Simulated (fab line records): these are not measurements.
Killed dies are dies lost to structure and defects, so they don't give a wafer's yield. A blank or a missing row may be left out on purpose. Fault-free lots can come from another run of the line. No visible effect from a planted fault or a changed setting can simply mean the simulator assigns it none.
Which of the tools did it? || flow nandHarc || 12 lots with 36 wafers sampled at 6 steps, on a route of 1302 steps

== WHAT THE GAUGES SHOWED, per wafer ==
NHARC_P_ZERO_WELL_CD_MEAS_11 targets a cd of 500 nm. Usual: cdNm at 499.6 nm, with a standard deviation of 2.9.
{"lot": "L406", "measured": "day 1 21:14", "on": "cdSem-02", "cdNm (nm)": "496.9 495.8 494.7", "flag": ""}
{"lot": "L410", "measured": "day 3 13:14", "on": "cdSem-03", "cdNm (nm)": "498.1 492.9 494.8", "flag": ""}
{"lot": "L411", "measured": "day 3 23:15", "on": "cdSem-02", "cdNm (nm)": "500.5 496.7 498.1", "flag": ""}
{"lot": "L413", "measured": "day 4 19:15", "on": "cdSem-02", "cdNm (nm)": "502.3 505.5 499.9", "flag": ""}
{"lot": "L415", "measured": "day 5 15:18", "on": "cdSem-03", "cdNm (nm)": "496.9 497.5 494.5", "flag": ""}
{"lot": "L416", "measured": "day 6 01:18", "on": "cdSem-01", "cdNm (nm)": "502.2 501.4 502.4", "flag": ""}
{"lot": "L417", "measured": "day 6 11:15", "on": "cdSem-02", "cdNm (nm)": "504.1 500.7 501.6", "flag": ""}
{"lot": "L418", "measured": "day 6 21:07", "on": "cdSem-01", "cdNm (nm)": "501.6 500.0 504.3", "flag": ""}
{"lot": "L421", "measured": "day 8 03:14", "on": "cdSem-03", "cdNm (nm)": "495.0 496.9 497.9", "flag": ""}
{"lot": "L423", "measured": "day 8 23:15", "on": "cdSem-03", "cdNm (nm)": "497.6 495.8 498.4", "flag": ""}
{"lot": "L424", "measured": "day 9 09:11", "on": "cdSem-01", "cdNm (nm)": "492.9 494.1 495.8", "flag": ""}
{"lot": "L429", "measured": "day 11 11:30", "on": "cdSem-02", "cdNm (nm)": "502.9 502.6 500.4", "flag": ""}

NHARC_P_ZERO_WELL_CD_MEAS_24 targets a cd of 720 nm. Usual: cdNm at 717.7 nm, with a standard deviation of 1.8.
{"lot": "L406", "measured": "day 1 22:43", "on": "cdSem-02", "cdNm (nm)": "718.3 716.3 716.1", "flag": ""}
{"lot": "L410", "measured": "day 3 14:29", "on": "cdSem-01", "cdNm (nm)": "721.5 717.8 717.1", "flag": ""}
{"lot": "L411", "measured": "day 4 00:36", "on": "cdSem-02", "cdNm (nm)": "718.6 718.1 720.3", "flag": ""}
{"lot": "L413", "measured": "day 4 20:35", "on": "cdSem-01", "cdNm (nm)": "715.7 720.5 713.7", "flag": ""}
{"lot": "L415", "measured": "day 5 16:34", "on": "cdSem-03", "cdNm (nm)": "716.6 716.5 715.1", "flag": ""}
{"lot": "L416", "measured": "day 6 03:11", "on": "cdSem-02", "cdNm (nm)": "722.5 717.1 716.2", "flag": ""}
{"lot": "L417", "measured": "day 6 12:35", "on": "cdSem-01", "cdNm (nm)": "715.4 719.6 715.3", "flag": ""}
{"lot": "L418", "measured": "day 6 22:34", "on": "cdSem-01", "cdNm (nm)": "720.3 718.5 717.5", "flag": ""}
{"lot": "L421", "measured": "day 8 05:01", "on": "cdSem-02", "cdNm (nm)": "- - -", "flag": "OFF"}
{"lot": "L423", "measured": "day 9 00:29", "on": "cdSem-03", "cdNm (nm)": "716.6 715.6 717.6", "flag": ""}
{"lot": "L424", "measured": "day 9 10:32", "on": "cdSem-01", "cdNm (nm)": "717.8 718.0 718.0", "flag": ""}
{"lot": "L429", "measured": "day 11 12:52", "on": "cdSem-03", "cdNm (nm)": "719.2 716.3 715.0", "flag": ""}

NHARC_END_SORT_01. Usual: killedAtArray 64, standard deviation 20; killedAtOther 0.7, standard deviation 1.1; killedAtPeriphery 3.6, standard deviation 2.7; killedDies 68, standard deviation 20; killedOpen 2.8, standard deviation 1.9; killedShort 2.3, standard deviation 1.5.
{"lot": "L421", "measured": "day 30 09:40", "on": "prober-02", "killedAtArray": "102 110 92", "killedAtOther": "1 0 0", "killedAtPeriphery": "574 567 585", "killedDies": "677 677 677", "killedOpen": "6 2 1", "killedShort": "5 5 3", "flag": "OFF"}

== WHICH TOOL RAN EACH LOT (tool, then ch and the chambers of the sampled wafers, then the start) ==
{"lot": "L406", "NHARC_P_ZERO_WELL_ETCH_63": "rieSi-05 ch 0,3, day 1 21:55", "NHARC_P_ZERO_WELL_EXPOSE_21": "krfScanner-02 ch 0, day 1 22:33", "NHARC_P_STI_ETCH_31": "rieDiel-07 ch 0,1, no start"}
{"lot": "L410", "NHARC_P_ZERO_WELL_ETCH_63": "rieSi-05 ch 0,1,3, day 3 13:40", "NHARC_P_ZERO_WELL_EXPOSE_21": "krfScanner-02 ch 0, day 3 14:19", "NHARC_P_STI_ETCH_31": "rieDiel-07 ch 0,1,2, no start"}
{"lot": "L411", "NHARC_P_ZERO_WELL_ETCH_63": "rieSi-05 ch 0,1, day 3 23:41", "NHARC_P_ZERO_WELL_EXPOSE_21": "krfScanner-03 ch 0, day 4 00:27", "NHARC_P_STI_ETCH_31": "rieDiel-13 ch 1,2,3, no start"}
{"lot": "L413", "NHARC_P_ZERO_WELL_ETCH_63": "rieSi-06 ch 0,3, day 4 19:40", "NHARC_P_ZERO_WELL_EXPOSE_21": "krfScanner-03 ch 0, day 4 20:26", "NHARC_P_STI_ETCH_31": "rieDiel-13 ch 0,1,2, no start"}
{"lot": "L415", "NHARC_P_ZERO_WELL_ETCH_63": "rieSi-06 ch 1,2,3, day 5 15:43", "NHARC_P_ZERO_WELL_EXPOSE_21": "krfScanner-04 ch 0, day 5 16:25", "NHARC_P_STI_ETCH_31": "rieDiel-07 ch 0,2,3, no start"}
{"lot": "L416", "NHARC_P_ZERO_WELL_ETCH_63": "rieSi-03 ch 2,3, day 6 02:13", "NHARC_P_ZERO_WELL_EXPOSE_21": "krfScanner-02 ch 0, day 6 03:02", "NHARC_P_STI_ETCH_31": "rieDiel-10 ch 0,2, no start"}
{"lot": "L417", "NHARC_P_ZERO_WELL_ETCH_63": "rieSi-06 ch 1,3, day 6 11:40", "NHARC_P_ZERO_WELL_EXPOSE_21": "krfScanner-03 ch 0, day 6 12:26", "NHARC_P_STI_ETCH_31": "rieDiel-07 ch 1,2,3, no start"}
{"lot": "L418", "NHARC_P_ZERO_WELL_ETCH_63": "rieSi-06 ch 0,1,2, day 6 21:39", "NHARC_P_ZERO_WELL_EXPOSE_21": "krfScanner-02 ch 0, day 6 22:25", "NHARC_P_STI_ETCH_31": "rieDiel-07 ch 0,2,3, no start"}
{"lot": "L421", "NHARC_P_ZERO_WELL_ETCH_63": "rieSi-03 ch 1,2, day 8 04:05", "NHARC_P_ZERO_WELL_EXPOSE_21": "krfScanner-03 ch 0, day 8 04:51", "NHARC_P_STI_ETCH_31": "-"}
{"lot": "L423", "NHARC_P_ZERO_WELL_ETCH_63": "rieSi-05 ch 0,3, day 8 23:41", "NHARC_P_ZERO_WELL_EXPOSE_21": "krfScanner-02 ch 0, day 9 00:20", "NHARC_P_STI_ETCH_31": "rieDiel-07 ch 0,1,3, no start"}
{"lot": "L424", "NHARC_P_ZERO_WELL_ETCH_63": "rieSi-05 ch 0,1,3, day 9 09:37", "NHARC_P_ZERO_WELL_EXPOSE_21": "krfScanner-04 ch 0, day 9 10:23", "NHARC_P_STI_ETCH_31": "rieDiel-10 ch 1,2, no start"}
{"lot": "L429", "NHARC_P_ZERO_WELL_ETCH_63": "rieSi-05 ch 0,2, day 11 11:55", "NHARC_P_ZERO_WELL_EXPOSE_21": "krfScanner-02 ch 0, day 11 12:43", "NHARC_P_STI_ETCH_31": "rieDiel-10 ch 0,1,2, no start"}
- NHARC_P_ZERO_WELL_ETCH_63: etches the open film in HBr/Cl2, target depth 120 nm, time 40.1 s.
- NHARC_P_ZERO_WELL_EXPOSE_21: exposes mask P NWELL, target cd 720 nm.
- NHARC_P_STI_ETCH_31: etches the open film in CF4/CHF3, target depth 108.9 nm, time 54.5 s.

== WHAT THE TOOLS THEMSELVES READ (means of the sampled wafers that have a number; where no wafer has one, the mark that the record gives instead) ==
NHARC_P_ZERO_WELL_ETCH_63. Usual: drypumpMotorCurrentA 5.7 A, standard deviation 0.44; oesProductAu 1.001 a.u., standard deviation 0.016; throttleValvePct 26.407 %, standard deviation 0.0088.
{"lot": "L406", "tool": "rieSi-05", "drypumpMotorCurrentA (A)": 5.8, "oesProductAu (a.u.)": 1.002, "throttleValvePct (%)": 26.408, "flag": ""}
{"lot": "L410", "tool": "rieSi-05", "drypumpMotorCurrentA (A)": 5.8, "oesProductAu (a.u.)": 1.009, "throttleValvePct (%)": 26.403, "flag": ""}
{"lot": "L411", "tool": "rieSi-05", "drypumpMotorCurrentA (A)": 5.9, "oesProductAu (a.u.)": 1.022, "throttleValvePct (%)": 26.409, "flag": ""}
{"lot": "L413", "tool": "rieSi-06", "drypumpMotorCurrentA (A)": 5.3, "oesProductAu (a.u.)": 0.993, "throttleValvePct (%)": 26.392, "flag": ""}
{"lot": "L415", "tool": "rieSi-06", "drypumpMotorCurrentA (A)": 6.0, "oesProductAu (a.u.)": 0.998, "throttleValvePct (%)": 26.400, "flag": ""}
{"lot": "L416", "tool": "rieSi-03", "drypumpMotorCurrentA (A)": 5.6, "oesProductAu (a.u.)": 1.008, "throttleValvePct (%)": 26.404, "flag": ""}
{"lot": "L417", "tool": "rieSi-06", "drypumpMotorCurrentA (A)": 6.0, "oesProductAu (a.u.)": 1.004, "throttleValvePct (%)": 26.409, "flag": ""}
{"lot": "L418", "tool": "rieSi-06", "drypumpMotorCurrentA (A)": 5.8, "oesProductAu (a.u.)": 0.992, "throttleValvePct (%)": 26.402, "flag": ""}
{"lot": "L421", "tool": "rieSi-03", "drypumpMotorCurrentA (A)": 6.1, "oesProductAu (a.u.)": 0.989, "throttleValvePct (%)": 26.407, "flag": ""}
{"lot": "L423", "tool": "rieSi-05", "drypumpMotorCurrentA (A)": 5.8, "oesProductAu (a.u.)": 0.996, "throttleValvePct (%)": 26.406, "flag": ""}
{"lot": "L424", "tool": "rieSi-05", "drypumpMotorCurrentA (A)": 5.8, "oesProductAu (a.u.)": 1.002, "throttleValvePct (%)": 26.405, "flag": ""}
{"lot": "L429", "tool": "rieSi-05", "drypumpMotorCurrentA (A)": 6.0, "oesProductAu (a.u.)": 1.011, "throttleValvePct (%)": 26.398, "flag": ""}

NHARC_P_STI_ETCH_31. Usual: drypumpMotorCurrentA 5.6 A, standard deviation 0.39; oesProductAu 0.961 a.u., standard deviation 0.023; rfVppV 370.4 V, standard deviation 1.5; showerheadPlenumPTorr 1.57 Torr, standard deviation 0.037; throttleValvePct 16.802 %, standard deviation 0.0087.
{"lot": "L406", "tool": "rieDiel-07", "drypumpMotorCurrentA (A)": 5.7, "oesProductAu (a.u.)": 0.990, "rfVppV (V)": 369.6, "showerheadPlenumPTorr (Torr)": 1.53, "throttleValvePct (%)": 16.798, "flag": ""}
{"lot": "L410", "tool": "rieDiel-07", "drypumpMotorCurrentA (A)": 5.7, "oesProductAu (a.u.)": 0.975, "rfVppV (V)": 369.6, "showerheadPlenumPTorr (Torr)": 1.55, "throttleValvePct (%)": 16.808, "flag": ""}
{"lot": "L411", "tool": "rieDiel-13", "drypumpMotorCurrentA (A)": 5.6, "oesProductAu (a.u.)": 0.918, "rfVppV (V)": 370.2, "showerheadPlenumPTorr (Torr)": 1.55, "throttleValvePct (%)": 16.803, "flag": ""}
{"lot": "L413", "tool": "rieDiel-13", "drypumpMotorCurrentA (A)": 5.8, "oesProductAu (a.u.)": 0.959, "rfVppV (V)": 370.0, "showerheadPlenumPTorr (Torr)": 1.56, "throttleValvePct (%)": 16.803, "flag": ""}
{"lot": "L415", "tool": "rieDiel-07", "drypumpMotorCurrentA (A)": 5.7, "oesProductAu (a.u.)": 0.982, "rfVppV (V)": 370.2, "showerheadPlenumPTorr (Torr)": 1.55, "throttleValvePct (%)": 16.806, "flag": ""}
{"lot": "L416", "tool": "rieDiel-10", "drypumpMotorCurrentA (A)": 5.6, "oesProductAu (a.u.)": 0.976, "rfVppV (V)": 371.3, "showerheadPlenumPTorr (Torr)": 1.59, "throttleValvePct (%)": 16.811, "flag": ""}
{"lot": "L417", "tool": "rieDiel-07", "drypumpMotorCurrentA (A)": 5.5, "oesProductAu (a.u.)": 0.930, "rfVppV (V)": 369.7, "showerheadPlenumPTorr (Torr)": 1.57, "throttleValvePct (%)": 16.809, "flag": ""}
{"lot": "L418", "tool": "rieDiel-07", "drypumpMotorCurrentA (A)": 5.8, "oesProductAu (a.u.)": 0.969, "rfVppV (V)": 370.0, "showerheadPlenumPTorr (Torr)": 1.55, "throttleValvePct (%)": 16.810, "flag": ""}
{"lot": "L423", "tool": "rieDiel-07", "drypumpMotorCurrentA (A)": 5.5, "oesProductAu (a.u.)": 0.962, "rfVppV (V)": 370.5, "showerheadPlenumPTorr (Torr)": 1.56, "throttleValvePct (%)": 16.798, "flag": ""}
{"lot": "L424", "tool": "rieDiel-10", "drypumpMotorCurrentA (A)": 5.5, "oesProductAu (a.u.)": 0.951, "rfVppV (V)": 369.2, "showerheadPlenumPTorr (Torr)": 1.55, "throttleValvePct (%)": 16.795, "flag": ""}
{"lot": "L429", "tool": "rieDiel-10", "drypumpMotorCurrentA (A)": 5.6, "oesProductAu (a.u.)": 0.948, "rfVppV (V)": 370.5, "showerheadPlenumPTorr (Torr)": 1.57, "throttleValvePct (%)": 16.800, "flag": ""}

== THE ANSWER, worked out from the rows above alone ==
Rule: a lot is off if the mean of its wafers that have a number lies more than 3 standard deviations from the usual mean. A lot without any number at a reading at which 4 lots or more have one is off too. The other lots that the step has rows for count as sound. After the gauges, taken in route order, come the tools' own readings; for these a lot's mean is taken, as printed above. The first step at which some lot is off is used, and at that step the reading that is off furthest; a lot without a number counts as furthest.
Off, at NHARC_P_ZERO_WELL_CD_MEAS_24 on cdNm: L421. Without a number there: L421.
A tool fits if, at a process step before that reading, it ran every lot that is off, and no sound lot after the first of them. Not tried: the gauges at NHARC_P_ZERO_WELL_CD_MEAS_24; whatever is off there is also off at NHARC_END_SORT_01, on other tools, and gauge error can't account for it. 2 tools fit, rieSi-03 at NHARC_P_ZERO_WELL_ETCH_63 and krfScanner-03 at NHARC_P_ZERO_WELL_EXPOSE_21, so this cannot tell which one it is.

== WHAT HAD BEEN PUT IN BY THE SIMULATOR ==
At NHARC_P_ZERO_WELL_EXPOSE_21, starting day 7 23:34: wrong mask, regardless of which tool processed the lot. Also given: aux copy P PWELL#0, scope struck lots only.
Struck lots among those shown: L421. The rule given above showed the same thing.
